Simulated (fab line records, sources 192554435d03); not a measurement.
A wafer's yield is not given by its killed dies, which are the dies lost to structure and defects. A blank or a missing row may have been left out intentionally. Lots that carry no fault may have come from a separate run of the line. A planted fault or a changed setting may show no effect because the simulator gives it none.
fab line records	flow n5_finfet
record: lots: 12	wafers: 36	last_day: 18
route steps=1938 shown BEOL_M4@1101 MIM_BOT_ETCH@1868 TV_LITHO@1884 PASSIVATION@1909
lots untouched by any fault: they come from a run of this same line in which no faults occurred
start_h: start of the lot's first displayed wafer, in hours after the record's first day	wait_h: how many hours have passed since the lot's step before this one	" the same as in the row above	L1.1+2: one row covering several wafers at once	- no value present, or no start provided	* or withheld: withheld	< > ~ a bound
route shown NAME@n: a module of which the file shows steps, and the number in the route of the first	usual: the fault-free wafers' mean and standard deviation	same: alike in all rows	chamber/n: place in a boat	sites: the reading at each site	_std_site: the values' standard deviation	_edge_site: the outer-site mean with the inner-site mean subtracted	radius_mm: how far each site lies from the wafer's centre	mask NAME#n: copy n	behind: tool/chamber where the wafer was last shaped	hold: why the lot was held/for how many hours/how that ended	device: which transistor (n, p or np) failed to switch	end of line: the same wafers' tests at the end of the route	a step given without rows: its recipe and nothing more	killed: at the first sort, the dies lost to defects and structure; wafer yield is something else	map: a wafer's dies, x killed, . not, _ none there
set.NAME: the setting that was run; set.NAME@STEP: the one run at that earlier step	model.NAME: the simulator's own value behind a step, which no gauge read
steps of the route over a sample of lots; a table a step, a row a wafer
services: from which hour (start_h, from the record's first day; less than 0 if before it) a tool's chamber was out of use, for how many hours, and why
== steps ==
step: N5_BEOL_M4_ECD_50
recipe: material: Cu	target_thk_a: 3000
lot.wafer	tool	chamber	start_h	wait_h
L605.1+2+4	ecd_cu-01	1,0,1	164.60	0.1
L604.3+4+5	ecd_cu-02	0,1,1	180.21	0.1
L606.1+4+6	ecd_cu-01	0,0,1	180.23	0.1
L608.1+2+6	ecd_cu-02	0,1,1	197.99	0.1
L611.4+5+6	ecd_cu-01	0,1,0	210.49	0.1
L612.1+2+6	ecd_cu-01	0,1,1	214.60	0.1
L613.3+5+6	ecd_cu-01	0,1,0	220.22	0.1
L614.1+3+5	ecd_cu-01	1,0,0	237.75	0.1
L615.1+2+3	ecd_cu-01	1,0,1	250.06	0.1
L616.1+3+4	ecd_cu-02	0,0,1	255.12	0.1
L619.3+4+6	ecd_cu-01	0,1,1	264.44	0.1
L626.1+4+5	ecd_cu-02	0	310.75	0.1
step: N5_MIM_BOT_ETCH_ETCH_00
recipe: chemistry: Cl2/BCl3	target: TiN	target_depth_a: 455	ion_energy_ev: 150	pressure_mtorr: 10	icp_w: 1000	bias_w: 126	Cl2_flow_sccm: 53.25	bcl3_flow_sccm: 21.75	Ar_flow_sccm: 25
usual: drypump_motor_current_A: 5.6/0.56	oes_product_au: 0.78/0.05	throttle_valve_pct: 21.83/0.2
lot.wafer	tool	chamber	start_h	wait_h	drypump_motor_current_A	oes_product_au	rf_hours_counter_h	throttle_valve_pct
L605.1	rie_metal-03	1	260.05	0.1	6.2	0.80	32	21.79
L605.2	"	0	"	"	4.7	0.88	19	21.63
L605.4	"	0	"	"	4.7	0.89	-	21.64
L604.3	rie_metal-01	1	278.22	0.1	5.0	0.72	-	22.19
L604.4	"	0	"	"	6.1	0.79	-	21.65
L604.5	"	1	"	"	5.0	0.72	-	22.20
L606.1	rie_metal-01	1	283.33	0.1	5.0	0.72	67	22.18
L606.4	"	1	"	"	5.0	0.72	-	22.17
L606.6	"	1	"	"	5.0	0.73	-	22.18
L608.1	rie_metal-01	0	289.52	0.1	6.1	0.79	38	21.63
L608.2	"	1	"	"	5.0	0.71	68	22.18
L608.6	"	0	"	"	6.2	0.78	-	21.67
L611.4	rie_metal-02	0	306.27	0.1	6.0	0.74	-	21.66
L611.5	"	0	"	"	6.0	0.74	-	21.65
L611.6	"	1	"	"	5.2	0.84	-	21.92
L612.1	rie_metal-02	0	317.39	0.1	6.0	0.74	55	21.66
L612.2	"	1	"	"	5.3	0.84	18	21.92
L612.6	"	1	"	"	5.2	0.84	-	21.95
L613.3	rie_metal-02	1	322.72	0.1	5.2	0.84	-	21.94
L613.5	"	1	"	"	5.2	0.83	-	21.96
L613.6	"	0	"	"	6.0	0.74	-	21.67
L614.1	rie_metal-03	0	325.11	0.1	4.7	0.86	24	21.66
L614.3	"	1	"	"	6.2	0.78	-	21.82
L614.5	"	1	"	"	6.2	0.78	-	21.79
L615.1	rie_metal-01	0	342.12	0.1	6.1	0.77	44	21.64
L615.2	"	1	"	"	5.0	0.71	74	22.19
L615.3	"	0	"	"	6.1	0.77	-	21.64
L616.1	rie_metal-01	1	346.47	0.1	5.0	0.70	74	22.20
L616.3	"	1	"	"	5.0	0.70	-	22.21
L616.4	"	0	"	"	6.1	0.76	-	21.66
L619.3	rie_metal-01	0	350.43	0.1	6.2	0.77	-	21.67
L619.4	"	1	"	"	5.0	0.71	-	22.19
L619.6	"	1	"	"	5.0	0.71	-	22.19
L626.1	rie_metal-02	1	412.49	0.1	5.2	0.80	27	21.97
L626.4	"	1	"	"	5.2	0.81	-	21.99
L626.5	"	1	"	"	5.2	0.80	-	21.97
step: N5_PASSIVATION_OVL_MEAS_60
recipe: points_per_wafer: 44
usual: TV_OVL: 1/6.3
lot.wafer	tool	chamber	start_h	wait_h	TV_OVL[nm]
L605.1	overlay-01	0	263.50	0.0	0
L605.2	"	0	"	"	3
L605.4	"	0	"	"	-1
L604.3	overlay-02	0	281.56	0.0	5
L604.4	"	0	"	"	5
L604.5	"	0	"	"	8
L606.1	overlay-02	0	284.54	0.0	-9
L606.4	"	0	"	"	-6
L606.6	"	0	"	"	-4
L608.1	overlay-02	0	290.58	0.0	11
L608.2	"	0	"	"	6
L608.6	"	0	"	"	8
L611.4	overlay-02	0	307.33	0.1	7
L611.5	"	0	"	"	8
L611.6	"	0	"	"	-1
L612.1	overlay-02	0	319.05	0.0	-8
L612.2	"	0	"	"	-8
L612.6	"	0	"	"	-9
L613.3	overlay-01	0	325.44	0.0	-1
L613.5	"	0	"	"	1
L613.6	"	0	"	"	7
L614.1	overlay-01	0	327.08	0.0	-1
L614.3	"	0	"	"	-5
L614.5	"	0	"	"	2
L615.1	overlay-01	0	343.57	0.0	0
L615.2	"	0	"	"	0
L615.3	"	0	"	"	2
L616.1	overlay-01	0	348.42	0.0	2
L616.3	"	0	"	"	6
L616.4	"	0	"	"	4
L619.3	overlay-01	0	351.79	0.0	5
L619.4	"	0	"	"	9
L619.6	"	0	"	"	13
L626.1	overlay-01	0	413.91	0.0	-1
L626.4	"	0	"	"	-2
L626.5	"	0	"	"	8
step: N5_PASSIVATION_AL_ETCH_33
recipe: chemistry: Cl2/BCl3	target_depth_a: 28000	over_etch_frac: 0.15	Cl2_flow_sccm: 180	bcl3_flow_sccm: 60	target: Al	stop_on: TaN	time_s: 466.7	ion_energy_ev: 100	pressure_mtorr: 10	icp_w: 900	bias_w: 100
usual: drypump_motor_current_A: 5.6/0.53	oes_product_au: 0.69/0.041	throttle_valve_pct: 34.2/0.33
lot.wafer	tool	chamber	start_h	wait_h	drypump_motor_current_A	oes_product_au	rf_hours_counter_h	throttle_valve_pct
L605.1	rie_metal-02	0	265.34	0.1	6.0	0.67	51	33.8
L605.2	"	1	"	"	5.2	0.77	14	34.3
L605.4	"	1	"	"	5.2	0.76	-	34.4
L604.3	rie_metal-01	1	284.97	0.2	5.0	0.65	-	34.8
L604.4	"	0	"	"	6.2	0.71	-	34.0
L604.5	"	0	"	"	6.2	0.72	-	34.0
L606.1	rie_metal-02	0	289.06	0.1	6.1	0.67	53	33.9
L606.4	"	1	"	"	5.2	0.76	-	34.4
L606.6	"	1	"	"	5.2	0.76	-	34.4
L608.1	rie_metal-01	0	294.60	0.1	6.2	0.72	39	34.0
L608.2	"	1	"	"	5.0	0.66	69	34.8
L608.6	"	1	"	"	5.0	0.65	-	34.8
L611.4	rie_metal-01	0	309.61	0.2	6.1	0.71	-	34.0
L611.5	"	1	"	"	5.0	0.65	-	34.8
L611.6	"	0	"	"	6.1	0.70	-	34.0
L612.1	rie_metal-01	0	320.53	0.1	6.2	0.70	41	34.0
L612.2	"	1	"	"	5.0	0.65	71	34.8
L612.6	"	0	"	"	6.2	0.71	-	34.0
L613.3	rie_metal-02	0	328.58	0.2	6.0	0.67	-	33.8
L613.5	"	1	"	"	5.2	0.76	-	34.3
L613.6	"	0	"	"	6.0	0.67	-	33.8
L614.1	rie_metal-01	1	328.77	0.1	5.0	0.65	73	34.8
L614.3	"	0	"	"	6.2	0.70	-	34.0
L614.5	"	1	"	"	5.0	0.64	-	34.8
L615.1	rie_metal-01	0	345.50	0.1	6.1	0.69	44	34.0
L615.2	"	1	"	"	5.0	0.63	74	34.9
L615.3	"	1	"	"	5.0	0.63	-	34.8
L616.1	rie_metal-03	1	350.26	0.1	6.2	0.69	38	34.2
L616.3	"	0	"	"	4.7	0.76	-	34.0
L616.4	"	1	"	"	6.2	0.69	-	34.2
L619.3	rie_metal-01	1	353.74	0.2	5.0	0.64	-	34.8
L619.4	"	0	"	"	6.2	0.70	-	34.0
L619.6	"	0	"	"	6.1	0.70	-	34.0
L626.1	rie_metal-01	0	415.79	0.1	6.2	0.68	51	34.0
L626.4	"	0	"	"	6.1	0.68	-	34.0
L626.5	"	0	"	"	6.2	0.68	-	34.0
step: N5_PASSIVATION_PROBE_49
usual: defect_limited_yield: 91.0/1.5	killed_at_M0_to_M3: 34/9.1	killed_at_M4_up: 14/5.7	killed_at_contacts: 13/5.7	killed_at_front_end: 42/12	killed_at_other: 4/3.4	killed_dies: 106/17	killed_on_rim: 14/4.3	killed_open: 70/13	killed_short: 34/7.5	sort_bin_5_function: 5.2/0.94	sort_bin_6_memory: 3.4/0.69	sort_n_pass: 1074/17	sort_yield_pct: 91.0/1.5
same: gross_dies: 1180	killed_at_back_side: 0	sort_bin_4_leakage[%]: 0	sort_bin_8_speed[%]: 0
lot.wafer	tool	chamber	start_h	wait_h	defect_limited_yield[%]	killed_at_M0_to_M3	killed_at_M4_up	killed_at_contacts	killed_at_front_end	killed_at_other	killed_dies	killed_on_rim	killed_open	killed_short	sort_bin_5_function[%]	sort_bin_6_memory[%]	sort_n_pass	sort_yield_pct[%]
L605.1	prober-02	-	270.10	0.0	89.5	34	18	19	52	1	124	15	85	39	6.1	4.2	1056	89.5
L605.2	prober-02	-	270.15	0.1	92.3	34	13	2	40	2	91	8	54	35	4.7	2.5	1089	92.3
L605.4	prober-02	-	270.25	0.2	89.2	50	14	15	46	2	127	13	86	41	5.3	4.9	1053	89.2
L612.1	prober-02	-	325.77	0.0	87.9	61	8	12	59	3	143	17	98	45	7.1	4.4	1037	87.9
L615.1	prober-01	-	351.56	0.0	91.9	49	9	8	27	2	95	15	64	31	4.8	2.7	1085	91.9
L615.2	prober-01	-	351.61	0.1	71.4	26	260	9	42	1	338	38	57	32	18.0	9.7	842	71.4
L615.3	prober-01	-	351.66	0.1	91.1	31	6	10	55	3	105	12	68	37	4.9	3.4	1075	91.1
L619.3	prober-01	-	358.59	0.1	73.9	23	233	12	32	8	308	26	46	38	14.7	9.9	872	73.9
L619.4	prober-01	-	358.64	0.2	93.1	29	18	4	28	2	81	13	61	20	3.6	3.1	1099	93.1
L619.6	prober-01	-	358.74	0.3	89.4	50	17	17	20	21	125	17	83	41	5.8	4.3	1055	89.4
killed by level:class
L605.1 BEOL_M4:geometric_particle:open=15 MOL_CONTACT_COAG:geometric_particle:open=15 STI_FIN_REVEAL:geometric_particle:open=11 FIN_SAQP:geometric_particle:short=10 FIN_SAQP:geometric_particle:open=9 BEOL_M0_SAQP:geometric_particle:open=7 BEOL_M2:geometric_particle:open=7 STARTING-WAFER:geometric_particle:short=5
L605.2 GATE_CUT:geometric_particle:short=9 STI_FIN_REVEAL:geometric_particle:open=8 FIN_SAQP:geometric_particle:open=7 FIN_SAQP:geometric_particle:short=7 BEOL_M0_SAQP:geometric_particle:short=7 BEOL_M0_SAQP:geometric_particle:open=7 BEOL_M1:geometric_particle:open=7 BEOL_M2:geometric_particle:open=5
L605.4 MOL_CONTACT_COAG:geometric_particle:open=12 BEOL_M1:geometric_particle:open=12 STI_FIN_REVEAL:geometric_particle:open=11 BEOL_M0_SAQP:geometric_particle:short=9 BEOL_M0_SAQP:geometric_particle:open=9 BEOL_M3:geometric_particle:open=8 BEOL_M4:geometric_particle:open=6 FIN_SAQP:geometric_particle:open=5
L612.1 BEOL_M3:geometric_particle:open=23 BEOL_M2:geometric_particle:open=18 FIN_SAQP:geometric_particle:open=14 MOL_CONTACT_COAG:geometric_particle:open=10 FIN_SAQP:geometric_particle:short=9 STI_FIN_REVEAL:geometric_particle:open=8 BEOL_M3:geometric_particle:short=7 ILD0:geometric_particle:open=6
L615.1 BEOL_M2:geometric_particle:open=12 STI_FIN_REVEAL:geometric_particle:open=10 BEOL_M0_SAQP:geometric_particle:short=9 MOL_CONTACT_COAG:geometric_particle:open=7 BEOL_M0_SAQP:geometric_particle:open=7 BEOL_M1:geometric_particle:open=7 GATE_CUT:geometric_particle:short=6 BEOL_M3:geometric_particle:open=6
L615.2 BEOL_M4:unspecified=249 STI_FIN_REVEAL:geometric_particle:open=10 BEOL_M2:geometric_particle:open=9 MOL_CONTACT_COAG:geometric_particle:open=7 FIN_SAQP:geometric_particle:short=6 GATE_CUT:geometric_particle:open=6 GATE_CUT:geometric_particle:short=6 BEOL_M0_SAQP:geometric_particle:short=6
L615.3 STI_FIN_REVEAL:geometric_particle:open=23 FIN_SAQP:geometric_particle:open=10 BEOL_M0_SAQP:geometric_particle:short=10 MOL_CONTACT_COAG:geometric_particle:open=9 BEOL_M0_SAQP:geometric_particle:open=9 FIN_SAQP:geometric_particle:short=6 GATE_CUT:geometric_particle:short=6 BEOL_M2:geometric_particle:open=4
L619.3 BEOL_M4:unspecified=224 MOL_CONTACT_COAG:geometric_particle:open=10 FIN_SAQP:geometric_particle:short=8 FIN_SAQP:geometric_particle:open=7 BEOL_M3:geometric_particle:open=6 BEOL_M3:geometric_particle:short=6 BEOL_M0_SAQP:geometric_particle:short=4 PASS1_CAP:geometric_particle:short=4
L619.4 FIN_SAQP:geometric_particle:open=11 BEOL_M0_SAQP:geometric_particle:open=9 BEOL_M3:geometric_particle:open=7 BEOL_M4:geometric_particle:open=6 BEOL_M7:geometric_particle:open=6 FIN_SAQP:geometric_particle:short=5 STI_FIN_REVEAL:geometric_particle:open=5 BEOL_M0_SAQP:geometric_particle:short=5
L619.6 BEOL_M3:geometric_particle:open=14 MOL_CONTACT_COAG:geometric_particle:open=12 BEOL_M0_SAQP:geometric_particle:open=9 BEOL_M1:geometric_particle:open=8 BEOL_M3:geometric_particle:short=7 MOL_CONTACT_COAG:geometric_particle:short=5 BEOL_M4:geometric_particle:open=5 BEOL_M7:geometric_particle:open=5
== services ==
tool	chamber	start_h	hours	kind
ecd_cu-02	-	150.90	1.6	repair
rie_metal-02	1	207.66	7.3	repair
ecd_cu-01	-	211.78	2.0	repair
rie_metal-02	-	234.60	4.1	repair
rie_metal-02	1	238.84	7.9	repair
ecd_cu-01	-	252.78	7.3	pm
rie_metal-03	-	276.10	14.6	pm
ecd_cu-01	-	304.44	2.8	repair
rie_metal-01	1	358.54	5.4	repair
ecd_cu-02	-	360.66	5.8	repair
ecd_cu-01	-	379.84	1.6	repair
rie_metal-03	-	382.12	1.4	pm
rie_metal-01	0	403.09	3.8	repair
== key ==
first_sign: step: N5_PASSIVATION_PROBE_49	reading: killed_at_M4_up	direction: up	sigmas: 41	usual: 14	struck: 246
effect: step: N5_PASSIVATION_PROBE_49	reading: defect_limited_yield	direction: down	sigmas: 13	usual: 91.0	struck: 72.6
more_kills_born_at: N5_BEOL_M4_ECD_50@ecd_cu-01: 473
met_at N5_BEOL_M4_ECD_50
struck_lots L615,L619
struck_wafers L615.2,L619.3
not_acting_at N5_MIM_BOT_ETCH_ETCH_00,N5_PASSIVATION_OVL_MEAS_60,N5_PASSIVATION_AL_ETCH_33
onset_between 237.75 250.06
fault: kind: chamber_particle_source	tool: ecd_cu-01	chamber: 0	onset_h: 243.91	steps: N5_BEOL_M4_ECD_50	rate_per_visit_cm2: 0.44094	end_h: 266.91
